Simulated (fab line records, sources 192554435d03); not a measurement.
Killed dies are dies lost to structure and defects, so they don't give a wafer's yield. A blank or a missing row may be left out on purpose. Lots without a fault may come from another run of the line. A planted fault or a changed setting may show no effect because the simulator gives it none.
Which tool did it? | flow n5_finfet | 24 lots, 72 wafers sampled, at 6 steps of a route of 1938

WHAT THE GAUGES READ, wafer by wafer
N5_BEOL_M1_OCD_MEAS_38.
lot  | measured     | on     | trench_depth_nm (nm)
L074 | day 6 05:08  | ocd-01 | 56.9 56.6 55.1
L075 | day 6 15:29  | ocd-01 | 54.8 56.1 55.0
L076 | day 6 23:16  | ocd-02 | 54.7 54.9 54.3
L077 | day 6 23:16  | ocd-01 | 55.6 54.5 55.7
L078 | day 7 05:38  | ocd-01 | 54.5 54.4 54.8
L079 | day 7 09:23  | ocd-01 | 56.0 56.3 55.3
L081 | day 7 23:15  | ocd-02 | 53.8 55.1 55.7
L080 | day 7 23:22  | ocd-01 | 54.7 55.7 54.6
L082 | day 8 02:58  | ocd-01 | 56.2 55.0 56.1
L083 | day 8 12:00  | ocd-01 | 55.4 53.9 53.5
L084 | day 8 21:31  | ocd-02 | 55.0 54.3 55.1
L085 | day 8 23:29  | ocd-02 | 54.5 56.1 55.7
L087 | day 9 19:32  | ocd-02 | 55.3 56.7 55.3
L088 | day 9 22:17  | ocd-02 | 55.3 53.4 56.9
L086 | day 9 22:46  | ocd-02 | 55.6 55.4 55.1
L089 | day 10 00:12 | ocd-02 | 55.3 54.2 54.9
L090 | day 10 04:28 | ocd-02 | 55.1 55.5 55.3
L091 | day 10 12:40 | ocd-02 | 55.5 54.3 55.1
L092 | day 10 18:31 | ocd-01 | 55.8 53.9 54.5
L093 | day 10 22:14 | ocd-01 | 55.6 55.2 53.3
L094 | day 11 09:52 | ocd-01 | 55.2 54.4 53.2
L096 | day 11 17:22 | ocd-02 | 54.0 55.5 54.4
L095 | day 11 17:50 | ocd-01 | 55.2 55.0 56.3
L097 | day 11 21:43 | ocd-01 | 54.2 54.3 54.1

N5_BEOL_M2_CD_MEAS_28: target cd 26.2 nm, target cd y 24.1 nm.
lot  | measured     | on        | cd_nm (nm)
L074 | day 6 12:12  | cd_sem-03 | 25.99 26.24 26.14
L075 | day 7 00:29  | cd_sem-03 | 26.38 26.13 25.85
L076 | day 7 07:17  | cd_sem-03 | 26.03 26.23 25.90
L077 | day 7 07:06  | cd_sem-02 | 26.30 26.11 26.34
L078 | day 7 13:26  | cd_sem-03 | 26.48 25.88 26.85
L079 | day 7 19:02  | cd_sem-02 | 26.02 26.36 26.26
L081 | day 8 07:11  | cd_sem-02 | 26.34 25.97 26.18
L080 | day 8 07:15  | cd_sem-03 | 26.11 26.32 26.14
L082 | day 8 09:38  | cd_sem-01 | 26.48 25.97 26.07
L083 | day 8 17:55  | cd_sem-02 | 26.26 26.09 26.22
L084 | day 9 04:23  | cd_sem-01 | 26.50 26.52 26.44
L085 | day 9 07:41  | cd_sem-01 | 26.38 26.09 26.66
L087 | day 10 03:14 | cd_sem-02 | 26.07 26.59 26.64
L088 | day 10 04:24 | cd_sem-02 | 26.18 25.74 26.24
L086 | day 10 04:40 | cd_sem-03 | 26.02 25.75 26.51
L089 | day 10 09:34 | cd_sem-03 | 26.19 26.14 26.25
L090 | day 10 10:26 | cd_sem-02 | 26.62 26.21 26.55
L091 | day 10 19:41 | cd_sem-03 | 26.10 26.54 26.61
L092 | day 11 02:56 | cd_sem-01 | 26.52 26.35 26.38
L093 | day 11 07:02 | cd_sem-01 | 26.45 26.20 25.99
L094 | day 11 16:15 | cd_sem-03 | 26.10 26.48 26.33
L096 | day 12 00:07 | cd_sem-02 | 26.51 26.17 25.97
L095 | day 12 04:11 | cd_sem-01 | 26.20 26.48 26.44
L097 | day 12 06:50 | cd_sem-01 | 26.20 26.25 26.68

WHICH TOOL RAN EACH LOT (tool, then ch and the chambers of the sampled wafers, then the start)
lot  | N5_BEOL_M1_SPUTTER_79        | N5_BEOL_M1_SPUTTER_92        | N5_BEOL_M1_ANNEAL_95         | N5_BEOL_M1_PRE_CLEAN_60
L074 | pvd_sputter-02, day 6 07:41  | pvd_sputter-02, day 6 08:47  | pvd_sputter-02, day 6 09:05  | cvd_co-01 ch 1,2, day 6 10:05
L075 | pvd_sputter-01, day 6 17:20  | pvd_sputter-01, day 6 18:26  | pvd_sputter-01, day 6 18:44  | cvd_co-01 ch 1,2, day 6 19:41
L076 | pvd_sputter-01, day 7 01:02  | pvd_sputter-01, day 7 02:08  | pvd_sputter-01, day 7 02:26  | cvd_co-02 ch 0,1,2, day 7 03:33
L077 | pvd_sputter-02, day 7 00:53  | pvd_sputter-02, day 7 01:59  | pvd_sputter-02, day 7 02:17  | cvd_co-01 ch 0,1,2, day 7 03:26
L078 | pvd_sputter-02, day 7 07:05  | pvd_sputter-02, day 7 08:11  | pvd_sputter-02, day 7 08:29  | cvd_co-01 ch 1,2, day 7 09:28
L079 | pvd_sputter-01, day 7 12:27  | pvd_sputter-01, day 7 13:33  | pvd_sputter-01, day 7 13:51  | cvd_co-01 ch 1,2, day 7 14:49
L081 | pvd_sputter-03, day 8 01:05  | pvd_sputter-03, day 8 02:11  | pvd_sputter-03, day 8 02:29  | cvd_co-01 ch 0,2, day 8 03:35
L080 | pvd_sputter-02, day 8 01:21  | pvd_sputter-02, day 8 02:27  | pvd_sputter-02, day 8 02:45  | cvd_co-01 ch 0,2, day 8 03:43
L082 | pvd_sputter-02, day 8 05:10  | pvd_sputter-02, day 8 06:16  | pvd_sputter-02, day 8 06:34  | cvd_co-02 ch 1,2, day 8 07:33
L083 | pvd_sputter-01, day 8 13:37  | pvd_sputter-01, day 8 14:43  | pvd_sputter-01, day 8 15:01  | cvd_co-02 ch 1,2, day 8 15:59
L084 | pvd_sputter-03, day 8 23:34  | pvd_sputter-03, day 9 00:40  | pvd_sputter-03, day 9 00:58  | cvd_co-01 ch 1,2, day 9 01:57
L085 | pvd_sputter-02, day 9 01:01  | pvd_sputter-02, day 9 02:07  | pvd_sputter-02, day 9 02:25  | cvd_co-02 ch 0,1,2, day 9 03:24
L087 | pvd_sputter-02, day 9 21:11  | pvd_sputter-02, day 9 22:17  | pvd_sputter-02, day 9 22:35  | cvd_co-02 ch 0,1,2, day 9 23:33
L088 | pvd_sputter-02, day 10 00:08 | pvd_sputter-02, day 10 01:14 | pvd_sputter-02, day 10 01:32 | cvd_co-01 ch 1,2, day 10 02:31
L086 | pvd_sputter-03, day 10 00:16 | pvd_sputter-03, day 10 01:22 | pvd_sputter-03, day 10 01:40 | cvd_co-01 ch 0,1, day 10 02:44
L089 | pvd_sputter-02, day 10 02:58 | pvd_sputter-02, day 10 04:04 | pvd_sputter-02, day 10 04:22 | cvd_co-02 ch 1,2, day 10 05:35
L090 | pvd_sputter-03, day 10 05:35 | pvd_sputter-03, day 10 06:41 | pvd_sputter-03, day 10 06:59 | cvd_co-01 ch 1,2, day 10 07:58
L091 | pvd_sputter-03, day 10 14:04 | pvd_sputter-03, day 10 15:10 | pvd_sputter-03, day 10 15:28 | cvd_co-02 ch 0,2, day 10 16:27
L092 | pvd_sputter-02, day 10 20:33 | pvd_sputter-02, day 10 21:39 | pvd_sputter-02, day 10 21:57 | cvd_co-01 ch 1,2, day 10 23:02
L093 | pvd_sputter-03, day 10 23:46 | pvd_sputter-03, day 11 00:52 | pvd_sputter-03, day 11 01:10 | cvd_co-02 ch 0,1, day 11 02:08
L094 | pvd_sputter-01, day 11 11:14 | pvd_sputter-01, day 11 12:20 | pvd_sputter-01, day 11 12:38 | cvd_co-02 ch 0,1, day 11 13:37
L096 | pvd_sputter-03, day 11 19:19 | pvd_sputter-03, day 11 20:25 | pvd_sputter-03, day 11 20:43 | cvd_co-01 ch 1,2, day 11 22:04
L095 | pvd_sputter-02, day 11 20:26 | pvd_sputter-02, day 11 21:32 | pvd_sputter-02, day 11 21:50 | cvd_co-02 ch 1,2, day 11 23:12
L097 | pvd_sputter-01, day 12 00:53 | pvd_sputter-01, day 12 01:59 | pvd_sputter-01, day 12 02:17 | cvd_co-02 ch 0,1, day 12 03:29
- N5_BEOL_M1_SPUTTER_79: material Cu, target thk 4.5 nm, time 8.29 s.
- N5_BEOL_M1_SPUTTER_92: material Cu, target thk 4.5 nm, time 8.29 s.
- N5_BEOL_M1_ANNEAL_95: time 240 s.
- N5_BEOL_M1_PRE_CLEAN_60: time 15 s.

WHAT THE TOOLS THEMSELVES READ (means of the sampled wafers that have a number; where no wafer has one, the mark that the record gives instead)
N5_BEOL_M1_SPUTTER_79.
lot  | tool           | throttle_valve_pct (%)
L074 | pvd_sputter-02 | 30.9
L075 | pvd_sputter-01 | 28.9
L076 | pvd_sputter-01 | 29.6
L077 | pvd_sputter-02 | 29.9
L078 | pvd_sputter-02 | 29.2
L079 | pvd_sputter-01 | 29.3
L081 | pvd_sputter-03 | 31.0
L080 | pvd_sputter-02 | 29.0
L082 | pvd_sputter-02 | 31.2
L083 | pvd_sputter-01 | 29.1
L084 | pvd_sputter-03 | 29.8
L085 | pvd_sputter-02 | 28.5
L087 | pvd_sputter-02 | 29.9
L088 | pvd_sputter-02 | 31.3
L086 | pvd_sputter-03 | 30.2
L089 | pvd_sputter-02 | 31.7
L090 | pvd_sputter-03 | 30.8
L091 | pvd_sputter-03 | 30.9
L092 | pvd_sputter-02 | 28.9
L093 | pvd_sputter-03 | 30.8
L094 | pvd_sputter-01 | 29.1
L096 | pvd_sputter-03 | 30.7
L095 | pvd_sputter-02 | 28.6
L097 | pvd_sputter-01 | 29.5

N5_BEOL_M1_SPUTTER_92.
lot  | tool           | throttle_valve_pct (%)
L074 | pvd_sputter-02 | 30.7
L075 | pvd_sputter-01 | 28.9
L076 | pvd_sputter-01 | 29.6
L077 | pvd_sputter-02 | 29.6
L078 | pvd_sputter-02 | 29.2
L079 | pvd_sputter-01 | 29.1
L081 | pvd_sputter-03 | 30.9
L080 | pvd_sputter-02 | 29.0
L082 | pvd_sputter-02 | 31.3
L083 | pvd_sputter-01 | 29.1
L084 | pvd_sputter-03 | 29.8
L085 | pvd_sputter-02 | 28.4
L087 | pvd_sputter-02 | 29.9
L088 | pvd_sputter-02 | 31.4
L086 | pvd_sputter-03 | 30.3
L089 | pvd_sputter-02 | 32.1
L090 | pvd_sputter-03 | 30.6
L091 | pvd_sputter-03 | 30.8
L092 | pvd_sputter-02 | 28.8
L093 | pvd_sputter-03 | 30.7
L094 | pvd_sputter-01 | 29.2
L096 | pvd_sputter-03 | 30.9
L095 | pvd_sputter-02 | 28.4
L097 | pvd_sputter-01 | 29.5

N5_BEOL_M1_ANNEAL_95.
lot  | tool           | heater_power_w (W)
L074 | pvd_sputter-02 | 900
L075 | pvd_sputter-01 | 838
L076 | pvd_sputter-01 | 791
L077 | pvd_sputter-02 | 943
L078 | pvd_sputter-02 | 900
L079 | pvd_sputter-01 | 834
L081 | pvd_sputter-03 | 878
L080 | pvd_sputter-02 | 921
L082 | pvd_sputter-02 | 913
L083 | pvd_sputter-01 | 839
L084 | pvd_sputter-03 | 806
L085 | pvd_sputter-02 | 946
L087 | pvd_sputter-02 | 938
L088 | pvd_sputter-02 | 896
L086 | pvd_sputter-03 | 884
L089 | pvd_sputter-02 | 883
L090 | pvd_sputter-03 | 831
L091 | pvd_sputter-03 | 843
L092 | pvd_sputter-02 | 927
L093 | pvd_sputter-03 | 837
L094 | pvd_sputter-01 | 836
L096 | pvd_sputter-03 | 844
L095 | pvd_sputter-02 | 925
L097 | pvd_sputter-01 | 798

N5_BEOL_M1_PRE_CLEAN_60.
lot  | tool      | heater_power_w (W)
L074 | cvd_co-01 | 58
L075 | cvd_co-01 | 58
L076 | cvd_co-02 | 90
L077 | cvd_co-01 | 69
L078 | cvd_co-01 | 70
L079 | cvd_co-01 | 58
L081 | cvd_co-01 | 58
L080 | cvd_co-01 | 69
L082 | cvd_co-02 | 92
L083 | cvd_co-02 | 100
L084 | cvd_co-01 | 71
L085 | cvd_co-02 | 89
L087 | cvd_co-02 | 89
L088 | cvd_co-01 | 59
L086 | cvd_co-01 | 81
L089 | cvd_co-02 | 99
L090 | cvd_co-01 | 70
L091 | cvd_co-02 | 98
L092 | cvd_co-01 | 58
L093 | cvd_co-02 | 79
L094 | cvd_co-02 | 79
L096 | cvd_co-01 | 59
L095 | cvd_co-02 | 93
L097 | cvd_co-02 | 80

THE ANSWER, worked out from the rows above alone
Rule: what is usual is taken from the lots themselves. Put in order of their means at a reading, lots are off if they are a third of the lots or fewer, leave a main group of 4 or more, and stand apart from it by a gap of 3 or more times the standard deviation of the main group's means; of several such gaps the widest counts. A main group whose means are all the same, to the digits that the tables above print for the reading, isn't used. A lot without any number at a reading at which 4 lots or more have one is off too. The other lots that the step has rows for count as sound. The gauges are gone through in route order, then the tools' own readings, and for those a lot's mean is taken as printed above. The first step at which some lot is off is used, and at that step the reading that is off furthest; a lot without a number counts as furthest.
No lot is off at any reading shown: from this, nothing can be told.

WHAT THE SIMULATOR HAD PUT IN
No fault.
